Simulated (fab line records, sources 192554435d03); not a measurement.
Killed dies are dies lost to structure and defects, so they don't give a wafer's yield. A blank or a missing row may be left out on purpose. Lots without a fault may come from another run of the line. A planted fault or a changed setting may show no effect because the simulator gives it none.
Split-lot experiment | flow n5_finfet | 7 lots, 21 wafers read, on a route of 1938 steps

THE SPLIT
At N5_DUMMY_GATE_DESCUM_20 (chemistry O2, time 6.2 s), the setting time_s was moved away from the recipe's 6.2 s on 6 of the 21 wafers read, by -20.4% to +12.9%. The other wafers ran this setting at the recipe's value.

The reading is taken at the split's own step.

THE READING
CAR-EUV_of_DUMMY_GATE_COAT_09.thk_nm (the simulator's own value, which no gauge read), in nm, at N5_DUMMY_GATE_DESCUM_20 (chemistry O2, time 6.2 s). The file gives no usual value for it. The 15 wafers here that ran the recipe average 26.4 nm, standard deviation 0.05 nm.

wafer  | tool, chamber at the split | time_s as run, s | against the recipe | CAR-EUV_of_DUMMY_GATE_COAT_09.thk_nm, nm | against lot-mates on the recipe
L076.2 | rie_diel-04, 1,0,2         | 6.2              | recipe             | 26.4                                     | -
L076.3 | rie_diel-04, 1,0,2         | 6.2              | recipe             | 26.4                                     | -
L076.4 | rie_diel-04, 1,0,2         | 6.2              | recipe             | 26.4                                     | -
L081.1 | rie_diel-04, 1             | 6.2              | recipe             | 26.4                                     | -
L081.5 | rie_diel-04, 1             | 6.2              | recipe             | 26.4                                     | -
L081.4 | rie_diel-04, 3             | 4.938            | -20.4%             | 27.2                                     | +0.8
L083.1 | rie_diel-04, 0             | 6.2              | recipe             | 26.4                                     | -
L083.2 | rie_diel-04, 2             | 5.586            | -9.9%              | 26.6                                     | +0.3
L083.5 | rie_diel-04, 0             | 6.2              | recipe             | 26.2                                     | -
L090.4 | rie_diel-04, 1             | 5.388            | -13.1%             | 26.8                                     | +0.4
L090.5 | rie_diel-04, 2,0           | 6.2              | recipe             | 26.4                                     | -
L090.6 | rie_diel-04, 2,0           | 6.2              | recipe             | 26.4                                     | -
L091.1 | rie_diel-02, 3,0           | 6.2              | recipe             | 26.4                                     | -
L091.6 | rie_diel-02, 3,0           | 6.2              | recipe             | 26.4                                     | -
L091.3 | rie_diel-02, 1             | 6.997            | +12.9%             | 26                                       | -0.4
L093.1 | rie_diel-02, 2,0,3         | 6.2              | recipe             | 26.4                                     | -
L093.3 | rie_diel-02, 2,0,3         | 6.2              | recipe             | 26.4                                     | -
L093.6 | rie_diel-02, 2,0,3         | 6.2              | recipe             | 26.4                                     | -
L095.1 | rie_diel-02, 1             | 6.2              | recipe             | 26.4                                     | -
L095.5 | rie_diel-02, 3,2           | 4.949            | -20.2%             | 27                                       | +0.6
L095.6 | rie_diel-02, 3,2           | 4.949            | -20.2%             | 27                                       | +0.6
Where a row lists several chambers, the file gives one row for several wafers and doesn't say which wafer went through which chamber.

THE FIT
A straight line over all 21 wafers: CAR-EUV_of_DUMMY_GATE_COAT_09.thk_nm changes by -0.0324 nm for each +1% of time_s; r = -0.98; the points scatter about the line by 0.064 nm.
The same after taking each lot's own level away (the mean of its wafers on the recipe; 21 wafers): -0.0324 nm for each +1%; r = -0.98; scatter 0.05 nm.
On that fit, the largest move of time_s shifts the reading by 0.66 nm.
The lots' own levels span 26.30 to 26.40 nm, that is 2.0 times the standard deviation above.
So the lot-to-lot level changes the slope little: the two slopes agree.
Check: with one of the wafers moved furthest among these (-20.4%) left out of the fit, the line predicts +0.612 nm for it against its lot-mates. It came out at +0.8 nm against them.

OTHER SPLITS ON THESE WAFERS
These wafers also went through other splits before the reading. Each is held against what the fit with the lots' levels taken away leaves over:
other split on the same wafers           | wafers away from the commonest value | r with CAR-EUV_of_DUMMY_GATE_COAT_09.thk_nm (lot level and that fit taken away)
N5_ZERO_LAYER_PECVD_02 time_s            | 5                                    | +0.31
N5_ZERO_LAYER_COAT_05 spin_rpm           | 7                                    | +0.08
N5_PMOS_HMC_CHANNEL_EPI_COAT_31 spin_rpm | 7                                    | -0.25
N5_FIN_SAQP_ETCH_65 time_s               | 5                                    | -0.22

THE FILE'S OWN FIT
CAR-EUV_of_DUMMY_GATE_COAT_09.thk_nm changes by -0.0332 nm for each +1% of time_s, r = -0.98.
